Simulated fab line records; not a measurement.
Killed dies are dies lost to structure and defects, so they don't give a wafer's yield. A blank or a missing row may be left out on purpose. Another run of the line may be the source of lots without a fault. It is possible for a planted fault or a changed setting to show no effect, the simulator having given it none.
Chamber matching -- flow nand-harc -- NHARC_A_STAIRCASE_ETCHBACK_157 on rie-diel-07: 4 sister chambers
The step etches the open film in CH3F/O2, target depth 90 nm, time 167.14 s. 27 wafers are shown with their chamber, then 12 later ones without.

WAFERS WITH THEIR CHAMBER
wafer,chamber,drypump-motor-current-A (A),showerhead-plenum-p-Torr (Torr),rf-vpp-V (V)
L075.1,3,5.0,2.43,243.8
L075.3,0,6.3,2.39,243.9
L075.5,0,6.3,2.39,243.1
L078.1,0,6.3,2.38,244.2
L078.2,3,5.0,2.42,243.6
L078.5,0,6.3,2.38,244.1
L083.1,0,6.3,2.38,242.2
L083.3,2,5.5,2.59,245.5
L083.6,3,5.0,2.42,243.0
L082.1,2,5.4,2.58,248.3
L082.2,1,6.0,2.40,244.4
L082.4,3,5.0,2.41,242.8
L084.2,2,5.4,2.58,247.2
L084.5,0,6.3,2.37,242.4
L084.6,2,5.4,2.58,245.9
L086.1,1,6.1,2.39,243.7
L086.2,3,5.0,2.41,243.7
L086.5,0,6.2,2.37,243.1
L087.1,3,5.0,2.41,244.4
L087.2,0,6.2,2.37,243.4
L087.6,3,5.0,2.41,243.7
L088.2,0,6.3,2.37,242.8
L088.3,3,5.0,2.41,243.5
L088.6,0,6.2,2.37,242.0
L092.1,1,6.1,2.39,243.7
L092.2,2,5.4,2.57,246.3
L092.4,3,5.0,2.41,243.0

SIGNATURES (means of the wafers above)
reading,chamber 0,chamber 1,chamber 2,chamber 3,scatter within a chamber
drypump-motor-current-A,6.270,6.067,5.420,5.000,0.0394
showerhead-plenum-p-Torr,2.3770,2.3933,2.5800,2.4144,0.00751
rf-vpp-V,243.120,243.933,246.640,243.500,0.748
Rule: for a wafer and a chamber, the distance is found by dividing, reading by reading, the gap between the wafer's reading and the chamber's mean by the reading's scatter, squaring, summing and taking the root. The wafer belongs to the nearest chamber; if the next one is less than 2 further off, it can't be placed. The scatter is the square root of a quotient: the sum, over the shown wafers, of each reading's squared deviation from its chamber's mean, divided by wafers minus chambers.

WAFERS WITHOUT THEIR CHAMBER
wafer,drypump-motor-current-A (A),showerhead-plenum-p-Torr (Torr),rf-vpp-V (V)
L093.4,5.0,2.41,242.3
L093.5,5.0,2.41,243.9
L093.6,6.3,2.36,242.1
L094.2,6.3,2.36,243.0
L094.5,5.0,2.40,243.8
L094.6,6.2,2.36,242.9
L095.1,6.1,2.38,243.9
L095.2,5.4,2.57,246.1
L095.6,6.1,2.38,243.1
L096.1,5.0,2.40,244.1
L096.2,6.1,2.38,244.2
L096.5,6.2,2.36,243.4

THE CHAMBER EACH PASSED THROUGH
wafer,from the rows above,in truth
L093.4,3,3
L093.5,3,3
L093.6,0,0
L094.2,0,0
L094.5,3,3
L094.6,0,0
L095.1,1,1
L095.2,2,2
L095.6,1,1
L096.1,3,3
L096.2,1,1
L096.5,0,0
Correct placement for 12 of the 12. Not placeable from these rows: 0. Wrongly placed: 0.
